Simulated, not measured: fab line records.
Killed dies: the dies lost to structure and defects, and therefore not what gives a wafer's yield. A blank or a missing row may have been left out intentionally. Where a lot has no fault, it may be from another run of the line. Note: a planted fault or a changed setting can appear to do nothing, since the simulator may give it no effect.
fab line records    flow nand-harc
record: lots: 5  wafers: 15  last-day: 32
route steps=1302 shown A_ONON_D1@424 A_CHANNEL_HOLE_D1@450 END@1302
lots that met no fault: taken from a fault-free run of the same line
start-h: the number of hours between the record's first day and the start of the first shown wafer of the lot    wait-h: hours elapsed since this lot's preceding step    " repeats the value in the row above    L1.1+2: one row covering several wafers at once    - value missing, or start not given    * or withheld: withheld    < > ~ a bound
route shown NAME@n: names a module that has steps shown in the file, with the first one's number in the route    usual: mean/standard deviation of fault-free wafers    same: alike in all rows    chamber/n: place in a boat    sites: the reading at each site    _std_site: how widely they spread, as a standard deviation    _edge_site: mean of outer sites minus mean of inner sites    radius-mm: for every site, how far away it sits from the centre of the wafer    mask NAME#n: copy n    behind: the tool/chamber that last shaped the wafer    hold: why the lot was held/for how many hours/how that ended    device: the n, p or np transistor that did not switch    end of line: the route-end tests of the same wafers    a step without rows: its recipe alone    killed: the dies lost at the first sort to structure and to defects; this is not the yield of the wafer    map: shows each die of a wafer: x if killed, . if not, _ if none is there
set.NAME: the setting that was run; set.NAME@STEP: the one run at that earlier step    model.NAME: the simulator's own value behind a step, which no gauge read
lots at selected steps of the route; one table per step, one row per wafer
services: a tool's chamber out of use, with start hour (start-h, from the record's first day; less than 0 if before it), hours out, and reason
== steps ==
step: NHARC_A_ONON_D1_DEP_00
recipe: target-thk-a: 10000  n2-flow-sccm: 2750  n2o-flow-sccm: 2000  nh3-flow-sccm: 500  sih4-flow-sccm: 210  temp-c: 400
step: NHARC_A_ONON_D1_THK_MEAS_02
recipe: thk-meas-gauge: ellipsometry
usual: thk-nm: 1003/11
lot.wafer  tool           chamber  start-h  wait-h  thk-nm
L214.1     film-metro-01  -        167.63   -       1003
L214.4     "              -        "        "       1004
L214.5     "              -        "        "       1004
L220.3     film-metro-01  -        220.02   -       1002
L220.4     "              -        "        "       1002
L220.5     "              -        "        "       1003
L223.2     film-metro-01  -        246.82   -       1007
L223.4     "              -        "        "       1007
L223.5     "              -        "        "       1005
L231.1     film-metro-02  -        329.55   -       1026
L231.3     "              -        "        "       1023
L231.4     "              -        "        "       1022
L234.2     film-metro-01  -        376.20   -       1004
L234.5     "              -        "        "       1006
L234.6     "              -        "        "       1006
step: NHARC_A_ONON_D1_DEP_03
recipe: target-thk-a: 10000  n2-flow-sccm: 2750  n2o-flow-sccm: 2000  nh3-flow-sccm: 500  sih4-flow-sccm: 210  temp-c: 400
step: NHARC_A_ONON_D1_THK_MEAS_05
recipe: thk-meas-gauge: ellipsometry
usual: thk-nm: 1002/9.8
lot.wafer  tool           chamber  start-h  wait-h  thk-nm
L214.1     film-metro-02  -        168.20   -       1005
L214.4     "              -        "        "       1002
L214.5     "              -        "        "       1003
L220.3     film-metro-01  -        220.58   -       1002
L220.4     "              -        "        "       1001
L220.5     "              -        "        "       1000
L223.2     film-metro-02  -        247.38   -       993
L223.4     "              -        "        "       994
L223.5     "              -        "        "       995
L231.1     film-metro-01  -        330.12   -       998
L231.3     "              -        "        "       998
L231.4     "              -        "        "       1000
L234.2     film-metro-01  -        376.77   -       1008
L234.5     "              -        "        "       1008
L234.6     "              -        "        "       1010
step: NHARC_A_ONON_D1_DEP_06
recipe: target-thk-a: 10000  n2-flow-sccm: 2750  n2o-flow-sccm: 2000  nh3-flow-sccm: 500  sih4-flow-sccm: 210  temp-c: 400
step: NHARC_A_ONON_D1_THK_MEAS_08
recipe: thk-meas-gauge: ellipsometry
usual: thk-nm: 1001/8.4
lot.wafer  tool           chamber  start-h  wait-h  thk-nm
L214.1     film-metro-02  -        168.88   -       1004
L214.4     "              -        "        "       1004
L214.5     "              -        "        "       1005
L220.3     film-metro-02  -        221.15   -       1003
L220.4     "              -        "        "       1004
L220.5     "              -        "        "       1004
L223.2     film-metro-01  -        247.95   -       1008
L223.4     "              -        "        "       1009
L223.5     "              -        "        "       1008
L231.1     film-metro-01  -        330.68   -       1014
L231.3     "              -        "        "       1014
L231.4     "              -        "        "       1013
L234.2     film-metro-01  -        377.33   -       994
L234.5     "              -        "        "       994
L234.6     "              -        "        "       993
step: NHARC_A_ONON_D1_DEP_09
recipe: target-thk-a: 10000  n2-flow-sccm: 2750  n2o-flow-sccm: 2000  nh3-flow-sccm: 500  sih4-flow-sccm: 210  temp-c: 400
step: NHARC_A_ONON_D1_THK_MEAS_11
recipe: thk-meas-gauge: ellipsometry
usual: thk-nm: 1001/10
lot.wafer  tool           chamber  start-h  wait-h  thk-nm
L214.1     film-metro-02  -        169.44   -       991
L214.4     "              -        "        "       992
L214.5     "              -        "        "       990
L220.3     film-metro-01  -        221.71   -       1002
L220.4     "              -        "        "       1003
L220.5     "              -        "        "       1000
L223.2     film-metro-02  -        248.52   -       1023
L223.4     "              -        "        "       1023
L223.5     "              -        "        "       1022
L231.1     film-metro-02  -        331.25   -       991
L231.3     "              -        "        "       992
L231.4     "              -        "        "       990
L234.2     film-metro-01  -        377.90   -       1009
L234.5     "              -        "        "       1009
L234.6     "              -        "        "       1010
step: NHARC_A_ONON_D1_DEP_12
recipe: target-thk-a: 10000  n2-flow-sccm: 2750  n2o-flow-sccm: 2000  nh3-flow-sccm: 500  sih4-flow-sccm: 210  temp-c: 400
step: NHARC_A_ONON_D1_THK_MEAS_14
recipe: thk-meas-gauge: ellipsometry
usual: thk-nm: 1001/9.1
lot.wafer  tool           chamber  start-h  wait-h  thk-nm
L214.1     film-metro-02  -        170.01   -       1003
L214.4     "              -        "        "       1002
L214.5     "              -        "        "       1002
L220.3     film-metro-01  -        222.28   -       1003
L220.4     "              -        "        "       1003
L220.5     "              -        "        "       1004
L223.2     film-metro-02  -        249.08   -       996
L223.4     "              -        "        "       996
L223.5     "              -        "        "       996
L231.1     film-metro-01  -        331.81   -       989
L231.3     "              -        "        "       990
L231.4     "              -        "        "       989
L234.2     film-metro-01  -        378.46   -       1004
L234.5     "              -        "        "       1001
L234.6     "              -        "        "       1003
step: NHARC_A_ONON_D1_ANNEAL_15
recipe: temp-c: 750  time-s: 3600
step: NHARC_A_ONON_D1_DEP_16
recipe: target-thk-a: 10000  n2-flow-sccm: 2750  n2o-flow-sccm: 2000  nh3-flow-sccm: 500  sih4-flow-sccm: 210  temp-c: 400
usual: n2-flow-sccm: 2751/8.1
lot.wafer  tool           chamber  start-h  wait-h  n2-flow-sccm
L214.1     pecvd-onon-03  0        177.16   0.1     2747
L214.4     "              0        "        "       2741
L214.5     "              0        "        "       2739
L220.3     pecvd-onon-01  0        229.54   0.2     2752
L220.4     "              0        "        "       2752
L220.5     "              0        "        "       2751
L223.2     pecvd-onon-01  0        258.63   0.1     2756
L223.4     "              0        "        "       2758
L223.5     "              0        "        "       2752
L231.1     pecvd-onon-03  0        339.14   0.1     2744
L231.3     "              0        "        "       2730
L231.4     "              0        "        "       2739
L234.2     pecvd-onon-01  0        386.40   0.1     2748
L234.5     "              0        "        "       2751
L234.6     "              0        "        "       2747
step: NHARC_A_ONON_D1_THK_MEAS_18
recipe: thk-meas-gauge: ellipsometry
usual: thk-nm: 1001/11
lot.wafer  tool           chamber  start-h  wait-h  thk-nm
L214.1     film-metro-01  -        177.67   -       1005
L214.4     "              -        "        "       1007
L214.5     "              -        "        "       1008
L220.3     film-metro-01  -        229.93   -       994
L220.4     "              -        "        "       997
L220.5     "              -        "        "       996
L223.2     film-metro-01  -        259.08   -       1005
L223.4     "              -        "        "       1007
L223.5     "              -        "        "       1003
L231.1     film-metro-01  -        339.65   -       1008
L231.3     "              -        "        "       1006
L231.4     "              -        "        "       1007
L234.2     film-metro-01  -        386.86   -       991
L234.5     "              -        "        "       991
L234.6     "              -        "        "       991
step: NHARC_A_ONON_D1_DEP_19
recipe: target-thk-a: 10000  n2-flow-sccm: 2750  n2o-flow-sccm: 2000  nh3-flow-sccm: 500  sih4-flow-sccm: 210  temp-c: 400
step: NHARC_A_ONON_D1_THK_MEAS_21
recipe: thk-meas-gauge: ellipsometry
usual: thk-nm: 999/7.2
lot.wafer  tool           chamber  start-h  wait-h  thk-nm
L214.1     film-metro-01  -        178.23   -       1003
L214.4     "              -        "        "       1005
L214.5     "              -        "        "       1004
L220.3     film-metro-01  -        230.50   -       1004
L220.4     "              -        "        "       1005
L220.5     "              -        "        "       1005
L223.2     film-metro-02  -        259.65   -       990
L223.4     "              -        "        "       992
L223.5     "              -        "        "       991
L231.1     film-metro-01  -        340.22   -       1002
L231.3     "              -        "        "       1004
L231.4     "              -        "        "       1005
L234.2     film-metro-01  -        387.43   -       996
L234.5     "              -        "        "       996
L234.6     "              -        "        "       997
step: NHARC_A_ONON_D1_DEP_22
recipe: target-thk-a: 10000  n2-flow-sccm: 2750  n2o-flow-sccm: 2000  nh3-flow-sccm: 500  sih4-flow-sccm: 210  temp-c: 400
step: NHARC_A_ONON_D1_THK_MEAS_24
recipe: thk-meas-gauge: ellipsometry
usual: thk-nm: 998/10
lot.wafer  tool           chamber  start-h  wait-h  thk-nm
L214.1     film-metro-01  -        178.80   -       993
L214.4     "              -        "        "       994
L214.5     "              -        "        "       992
L220.3     film-metro-01  -        231.07   -       1007
L220.4     "              -        "        "       1006
L220.5     "              -        "        "       1006
L223.2     film-metro-01  -        260.21   -       1001
L223.4     "              -        "        "       1000
L223.5     "              -        "        "       1001
L231.1     film-metro-01  -        340.78   -       1011
L231.3     "              -        "        "       1012
L231.4     "              -        "        "       1011
L234.2     film-metro-02  -        388.00   -       1012
L234.5     "              -        "        "       1011
L234.6     "              -        "        "       1014
step: NHARC_A_ONON_D1_DEP_25
recipe: target-thk-a: 10000  n2-flow-sccm: 2750  n2o-flow-sccm: 2000  nh3-flow-sccm: 500  sih4-flow-sccm: 210  temp-c: 400
step: NHARC_A_ONON_D1_THK_MEAS_27
recipe: thk-meas-gauge: ellipsometry
usual: thk-nm: 1000/10
lot.wafer  tool           chamber  start-h  wait-h  thk-nm
L214.1     film-metro-02  -        179.37   -       1004
L214.4     "              -        "        "       1003
L214.5     "              -        "        "       1002
L220.3     film-metro-01  -        231.63   -       1007
L220.4     "              -        "        "       1007
L220.5     "              -        "        "       1010
L223.2     film-metro-01  -        260.78   -       992
L223.4     "              -        "        "       993
L223.5     "              -        "        "       992
L231.1     film-metro-01  -        341.35   -       987
L231.3     "              -        "        "       988
L231.4     "              -        "        "       986
L234.2     film-metro-02  -        388.57   -       987
L234.5     "              -        "        "       987
L234.6     "              -        "        "       988
step: NHARC_A_ONON_D1_DEP_28
recipe: target-thk-a: 10000  n2-flow-sccm: 2750  n2o-flow-sccm: 2000  nh3-flow-sccm: 500  sih4-flow-sccm: 210  temp-c: 400
step: NHARC_A_ONON_D1_THK_MEAS_30
recipe: thk-meas-gauge: ellipsometry
usual: thk-nm: 1001/8.7
lot.wafer  tool           chamber  start-h  wait-h  thk-nm
L214.1     film-metro-01  -        179.94   -       1008
L214.4     "              -        "        "       1009
L214.5     "              -        "        "       1009
L220.3     film-metro-02  -        232.22   -       1008
L220.4     "              -        "        "       1009
L220.5     "              -        "        "       1008
L223.2     film-metro-02  -        261.35   -       990
L223.4     "              -        "        "       990
L223.5     "              -        "        "       988
L231.1     film-metro-01  -        341.92   -       1002
L231.3     "              -        "        "       1001
L231.4     "              -        "        "       1003
L234.2     film-metro-01  -        389.13   -       999
L234.5     "              -        "        "       1000
L234.6     "              -        "        "       998
step: NHARC_A_ONON_D1_DEP_33
recipe: target-thk-a: 2000  temp-c: 400  pressure-torr: 6.5  rf-w: 900  teos-flow-sccm: 161.4  flow-sccm: 2650  target-thk-nm: 200  gas: O2  material: SiO2
usual: heater-power-w: 584/87  throttle-valve-pct: 16.0/0.57
lot.wafer  tool      chamber  start-h  wait-h  heater-power-w  throttle-valve-pct
L214.1     pecvd-01  0        180.08   0.1     786             15.6
L214.4     "         1        "        "       471             15.6
L214.5     "         0        "        "       800             15.5
L220.3     pecvd-03  1        232.32   0.1     550             16.3
L220.4     "         0        "        "       579             15.7
L220.5     "         1        "        "       563             16.7
L223.2     pecvd-01  2        261.50   0.1     576             16.8
L223.5     "         1        "        "       486             15.6
L223.4     "         2        "        "       576             16.5
L231.3     pecvd-03  2        341.98   0.1     609             17.0
L231.1     "         1        "        "       676             16.5
L231.4     "         2        "        "       610             17.2
L234.2     pecvd-02  1        389.24   0.1     631             15.5
L234.6     "         0        "        "       430             16.0
L234.5     "         1        "        "       619             15.7
step: NHARC_A_ONON_D1_THK_MEAS_34
recipe: thk-meas-gauge: ellipsometry
usual: thk-nm: 200.3/2.8
lot.wafer  tool           chamber  start-h  wait-h  thk-nm
L214.1     film-metro-02  -        180.40   -       194.9
L214.4     "              -        "        "       200.1
L214.5     "              -        "        "       198.5
L220.3     film-metro-01  -        232.69   -       197.6
L220.4     "              -        "        "       205.5
L220.5     "              -        "        "       202.9
L223.2     film-metro-01  -        261.82   -       198.9
L223.4     "              -        "        "       201.0
L223.5     "              -        "        "       200.1
L231.1     film-metro-01  -        342.39   -       194.4
L231.3     "              -        "        "       199.3
L231.4     "              -        "        "       200.8
L234.2     film-metro-01  -        389.60   -       197.1
L234.5     "              -        "        "       204.8
L234.6     "              -        "        "       198.6
step: NHARC_A_CHANNEL_HOLE_D1_DEP_00
recipe: target-thk-a: 31000  temp-c: 400  material: aC
usual: throttle-valve-pct: 35.000/0.0099
lot.wafer  tool        chamber  start-h  wait-h  throttle-valve-pct
L214.1     acl-dep-02  0        180.86   0.4     35.005
L214.4     "           0        "        "       35.019
L214.5     "           0        "        "       35.003
L220.3     acl-dep-02  0        233.46   0.7     35.013
L220.4     "           0        "        "       35.013
L220.5     "           0        "        "       34.989
L223.2     acl-dep-02  0        262.29   0.4     35.009
L223.4     "           0        "        "       34.994
L223.5     "           0        "        "       35.019
L231.1     acl-dep-02  0        342.54   0.1     35.005
L231.3     "           0        "        "       34.992
L231.4     "           0        "        "       34.995
L234.2     acl-dep-01  0        390.07   0.4     35.000
L234.5     "           0        "        "       34.993
L234.6     "           0        "        "       35.013
step: NHARC_A_CHANNEL_HOLE_D1_DEP_01
recipe: target-thk-a: 1400  target-thk-nm: 140  temp-c: 400  pressure-torr: 3.5  flow-sccm: 200  rf-w: 350  material: SiON
usual: heater-power-w: 779/66
lot.wafer  tool      chamber  start-h  wait-h  heater-power-w
L214.1     pecvd-02  1        182.80   1.6     905
L214.5     "         2        "        "       680
L214.4     "         0        "        "       731
L220.3     pecvd-03  2        234.76   1.0     777
L220.5     "         2        "        "       804
L220.4     "         0        "        "       806
L223.2     pecvd-03  0        263.95   1.3     771
L223.5     "         0        "        "       774
L223.4     "         1        "        "       759
L231.3     pecvd-03  2        344.53   1.0     788
L231.1     "         0        "        "       777
L231.4     "         0        "        "       806
L234.2     pecvd-04  0        391.67   1.3     940
L234.6     "         0        "        "       928
L234.5     "         2        "        "       747
step: NHARC_A_CHANNEL_HOLE_D1_DEHYDRATE_02
recipe: temp-c: 150  time-s: 120
step: NHARC_A_CHANNEL_HOLE_D1_HMDS_03
recipe: time-s: 30
step: NHARC_A_CHANNEL_HOLE_D1_COAT_36
recipe: temp-c: 260  time-s: 75
step: NHARC_A_CHANNEL_HOLE_D1_COAT_37
recipe: temp-c: 225  time-s: 65
step: NHARC_A_CHANNEL_HOLE_D1_COAT_04
recipe: spin-rpm: 1500  resist-thk-nm: 90
step: NHARC_A_CHANNEL_HOLE_D1_SOFTBAKE_05
recipe: temp-c: 105  time-s: 55
step: NHARC_A_CHANNEL_HOLE_D1_EBR_06
step: NHARC_A_CHANNEL_HOLE_D1_EXPOSE_07
recipe: na: 1.35  target-cd-nm: 100  sigma-outer: 0.3  dose-mj: 59.65  mask-id: HOLE_D1
step: NHARC_A_CHANNEL_HOLE_D1_PEB_08
recipe: peb-temp-c: 100  peb-time-s: 65
step: NHARC_A_CHANNEL_HOLE_D1_DEVELOP_09
recipe: develop-time-s: 35  dev-temp-c: 23
step: NHARC_A_CHANNEL_HOLE_D1_CD_MEAS_10
recipe: target-cd-nm: 100  landing-energy-ev: 500
usual: cd-nm: 99.9/0.52
lot.wafer  tool       chamber  start-h  wait-h  cd-nm
L214.1     cd-sem-03  0        183.40   -       99.9
L214.4     "          0        "        "       99.5
L214.5     "          0        "        "       99.1
L220.3     cd-sem-01  0        235.36   -       100.7
L220.4     "          0        "        "       100.6
L220.5     "          0        "        "       99.4
L223.2     cd-sem-02  0        264.52   -       99.1
L223.4     "          0        "        "       98.8
L223.5     "          0        "        "       99.8
L231.1     cd-sem-03  0        345.21   -       99.1
L231.3     "          0        "        "       100.1
L231.4     "          0        "        "       99.6
L234.2     cd-sem-01  0        392.39   -       100.7
L234.5     "          0        "        "       100.5
L234.6     "          0        "        "       100.3
step: NHARC_A_CHANNEL_HOLE_D1_OVL_MEAS_11
usual: overlay-x-nm: 0.3/1  overlay-y-nm: 0.2/0.99
lot.wafer  tool        chamber  start-h  wait-h  overlay-x-nm  overlay-y-nm
L214.1     overlay-01  -        183.49   -       2.5           0.4
L214.4     "           -        "        "       2.0           0.3
L214.5     "           -        "        "       2.1           0.7
L220.3     overlay-02  -        235.45   -       0.9           -1.3
L220.4     "           -        "        "       0.6           -1.1
L220.5     "           -        "        "       0.4           -1.4
L223.2     overlay-02  -        264.60   -       -1.0          -0.4
L223.4     "           -        "        "       -1.2          -0.1
L223.5     "           -        "        "       -1.4          -0.6
L231.1     overlay-01  -        345.30   -       1.3           0.7
L231.3     "           -        "        "       0.9           0.6
L231.4     "           -        "        "       1.0           -0.5
L234.2     overlay-02  -        392.48   -       0.5           -1.0
L234.5     "           -        "        "       0.0           -0.3
L234.6     "           -        "        "       0.2           -0.9
step: NHARC_A_CHANNEL_HOLE_D1_DESCUM_15
recipe: time-s: 3  o2-flow-sccm: 200  ar-flow-sccm: 0  bias-power-w: 0  chemistry: O2
usual: drypump-motor-current-A: 5.9/0.38  oes-product-au: 1.001/0.0083  rf-vpp-V: 57.7/0.79  showerhead-plenum-p-Torr: 1.91/0.071  throttle-valve-pct: 11.313/0.0086
same: bias-power-w: 0
lot.wafer  tool         chamber  start-h  wait-h  drypump-motor-current-A  oes-product-au  rf-hours-counter-h  rf-vpp-V  showerhead-plenum-p-Torr  throttle-valve-pct
L214.4     rie-diel-06  3        183.62   0.1     6.5                      0.993           3                   58.3      1.88                      11.307
L214.1     "            0        "        "       6.0                      1.004           3                   57.4      1.89                      11.325
L214.5     "            1        "        "       5.6                      1.016           -                   58.7      2.01                      11.313
L220.4     rie-diel-06  1        235.54   0.1     5.6                      1.009           8                   57.5      2.01                      11.323
L220.3     "            3        "        "       6.6                      0.995           8                   57.5      1.88                      11.317
L220.5     "            1        "        "       5.6                      1.015           -                   58.4      2.01                      11.320
L223.4     rie-diel-06  2        264.91   0.3     5.8                      1.001           10                  59.3      1.84                      11.313
L223.2     "            3        "        "       6.6                      0.998           10                  58.7      1.88                      11.297
L223.5     "            1        "        "       5.6                      1.008           -                   57.4      2.01                      11.322
L231.1     rie-diel-06  1        345.41   0.1     5.6                      1.004           3                   58.4      2.00                      11.338
L231.4     "            2        "        "       5.8                      1.012           3                   58.0      1.83                      11.309
L231.3     "            3        "        "       6.6                      1.011           2                   57.3      1.88                      11.312
L234.2     rie-diel-06  3        392.57   0.1     6.5                      1.000           7                   58.0      1.88                      11.305
L234.5     "            3        "        "       6.5                      1.003           -                   58.6      1.88                      11.301
L234.6     "            1        "        "       5.6                      1.004           -                   58.2      2.00                      11.325
step: NHARC_END_SORT_01
recipe: temp-c: 25
usual: killed-at-array: 54/18  killed-at-other: 0.7/0.87  killed-at-periphery: 3.7/2.5  killed-dies: 59/19  killed-open: 3.3/2  killed-short: 2.6/1.6
same: gross-dies: 677
lot.wafer  tool       chamber  start-h  wait-h  killed-at-array  killed-at-other  killed-at-periphery  killed-dies  killed-open  killed-short
L214.1     prober-01  0        624.16   2.5     76               0                7                    83           3            2
L214.4     prober-01  0        626.56   3.4     58               0                7                    65           5            0
L214.5     prober-01  0        627.35   3.7     66               0                10                   76           4            3
L220.3     prober-02  0        639.05   3.1     73               0                6                    79           3            1
L223.2     prober-02  0        666.22   2.8     128              2                1                    131          4            2
L223.4     prober-02  0        667.85   3.4     123              1                3                    127          3            1
L223.5     prober-02  0        668.66   3.8     124              0                5                    129          6            3
killed by level:class
L214.1 A_CHANNEL_HOLE_D2:chamber-film-flake=33 A_SLIT:chamber-film-flake=23 P_CONTACT:chamber-film-flake=5 A_CONTACT:chamber-film-flake=4 A_WL_FILL:chamber-film-flake=4 A_BONDPAD:chamber-film-flake=3 A_DECK1_JOINT:chamber-film-flake=2 P_BONDPAD:geometric-particle:open=1
L214.4 A_CHANNEL_HOLE_D2:chamber-film-flake=29 A_SLIT:chamber-film-flake=19 P_CONTACT:chamber-film-flake=5 A_CONTACT:chamber-film-flake=2 P_CONTACT:geometric-particle:open=1 A_SOURCE_PLATE:geometric-particle:open=1 A_DECK1_JOINT:geometric-particle:open=1 A_ONON_D2:geometric-particle:open=1
L214.5 A_CHANNEL_HOLE_D2:chamber-film-flake=26 A_SLIT:chamber-film-flake=18 P_CONTACT:chamber-film-flake=5 A_CONTACT:chamber-film-flake=4 A_STAIRCASE:chamber-film-flake=3 A_BONDPAD:chamber-film-flake=3 P_M0:geometric-particle:open=2 A_CHANNEL_FILL_D2:geometric-particle:short=2
L220.3 A_CHANNEL_HOLE_D1:chamber-film-flake=35 A_SLIT:chamber-film-flake=22 A_CHANNEL_HOLE_D2:chamber-film-flake=8 A_CONTACT:chamber-film-flake=3 P_CONTACT:chamber-film-flake=2 A_STAIRCASE:chamber-film-flake=2 P_M0:geometric-particle:open=1 A_CHANNEL_HOLE_D2:geometric-particle:short=1
L223.2 A_ONON_D1:unspecified=58 A_SLIT:chamber-film-flake=30 A_CHANNEL_HOLE_D1:chamber-film-flake=24 A_CHANNEL_HOLE_D2:chamber-film-flake=5 A_STAIRCASE:chamber-film-flake=2 A_BLC:chamber-film-flake=2 THIN_TSV:chamber-film-flake=2 A_ONON_D2:geometric-particle:short=1
L223.4 A_ONON_D1:unspecified=62 A_CHANNEL_HOLE_D1:chamber-film-flake=27 A_SLIT:chamber-film-flake=23 A_CHANNEL_HOLE_D2:chamber-film-flake=6 P_CONTACT:geometric-particle:open=1 P_M0:geometric-particle:open=1 A_CHANNEL_FILL_D1:geometric-particle:short=1 A_CHANNEL_FILL_D2:geometric-particle:open=1
L223.5 A_ONON_D1:unspecified=65 A_SLIT:chamber-film-flake=31 A_CHANNEL_HOLE_D1:chamber-film-flake=21 P_GATE:geometric-particle:short=2 P_CONTACT:geometric-particle:open=2 A_ONON_D1:geometric-particle:open=1 A_ONON_D2:geometric-particle:open=1 A_CHANNEL_HOLE_D2:geometric-particle:short=1
map L223.2 (x killed, . not)
____________.____________
_________x......_________
_______..x.x......_______
______.xxxxx.......______
_____.xxxxxx.x......_____
____x..xxxxxx........____
____...xxxxxx.x......____
___...xxxxxxx.........___
___...xxxxxxxx........___
__...x.xxxxxx..........__
__.....xxxxxxxx......xx__
_.x.x..xxxxxx..........._
_x.xx.xxxxxx............_
_x..x.xxxxxx............_
_xxxx..xxxx.x..........._
_xxxxx...x.x....x......._
..xx...x.xx.x............
x.xx.....xx..............
x.xx..........x...x...x..
....x....................
xx............x.......x..
_x.xx..................._
_......................._
_......................._
_....................x.._
_......................._
__.....................__
__.....................__
___...................___
___...................___
____.................____
____.......x.........____
_____........x......_____
______.............______
_______..........._______
_________......._________
____________.____________
map L234.5 (x killed, . not)
____________.____________
_________......._________
_______..........._______
______..x..........______
_____..............._____
____...x.x...........____
____...........x.....____
___....x........x.....___
___.......xxx.xx......___
__....x..xxx...........__
__.......xx.x..........__
_.....xxxxxxx..........._
_.....x.x.............x._
_......xxxx.x..........._
_x......xxxx.x.........._
_....x.................._
.......x.................
......x...x.............x
.x.......................
..................x......
.xx.x.............x......
_..x.......x.........x.x_
_..x.....x.............._
_...x....x.........x...._
_......................._
_......................._
__x....................__
__.....................__
___...................___
___......x..x.........___
____........x........____
____.................____
_____..............._____
______.............______
_______..x........_______
_________......._________
____________.____________
== services ==
tool           chamber  start-h  hours  kind
pecvd-03       2        162.73   2.3    repair
pecvd-04       1        181.93   6.2    repair
pecvd-03       -        185.00   13.0   pm
rie-diel-06    2        187.04   6.6    repair
acl-dep-01     -        189.77   13.0   pm
pecvd-02       1        196.74   14.1   repair
pecvd-02       0        197.83   16.3   repair
rie-diel-06    3        224.66   6.1    repair
pecvd-02       -        227.00   13.0   pm
pecvd-onon-03  -        227.00   13.0   pm
acl-dep-02     -        248.78   13.0   pm
pecvd-onon-01  -        251.35   5.3    repair
pecvd-04       -        269.08   13.0   pm
pecvd-onon-01  -        269.29   13.0   pm
pecvd-03       -        295.93   0.4    repair
rie-diel-06    -        307.35   9.0    pm
pecvd-01       -        311.00   13.0   pm
pecvd-02       1        311.91   15.5   repair
acl-dep-02     -        329.59   1.0    repair
pecvd-01       -        341.16   1.4    repair
pecvd-03       -        366.00   13.0   pm
pecvd-onon-03  -        366.01   6.1    repair
pecvd-01       -        376.62   0.2    repair
rie-diel-06    2        385.34   11.2   repair
== key ==
first-sign: step: NHARC_END_SORT_01  reading: killed-at-array  direction: up  sigmas: 3.9  usual: 54  struck: 125
effect: step: NHARC_END_SORT_01  reading: killed-dies  direction: up  sigmas: 3.7  usual: 59  struck: 129
more-kills-born-at: NHARC_A_ONON_D1_DEP_16@pecvd-onon-01: 185
met-at NHARC_A_ONON_D1_DEP_16
struck-wafers L223.2,L223.4,L223.5
tester-left-out L223
onset-between 229.54 258.63
also-fits NHARC_A_ONON_D1_DEP_33:pecvd-01
fault: kind: chamber-particle-source  tool: pecvd-onon-01  chamber: -  onset-h: 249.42  steps: NHARC_A_ONON_D1_DEP_16  rate-per-visit-cm2: 0.4098  end-h: 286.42
tester-left-out: of these lots the tester's yield and bins aren't shown, on N5 and GAA mostly nor the transistor test; their killed dies are dies lost to structure and defects alone, not to doping, threshold or leakage, so they don't give the yield
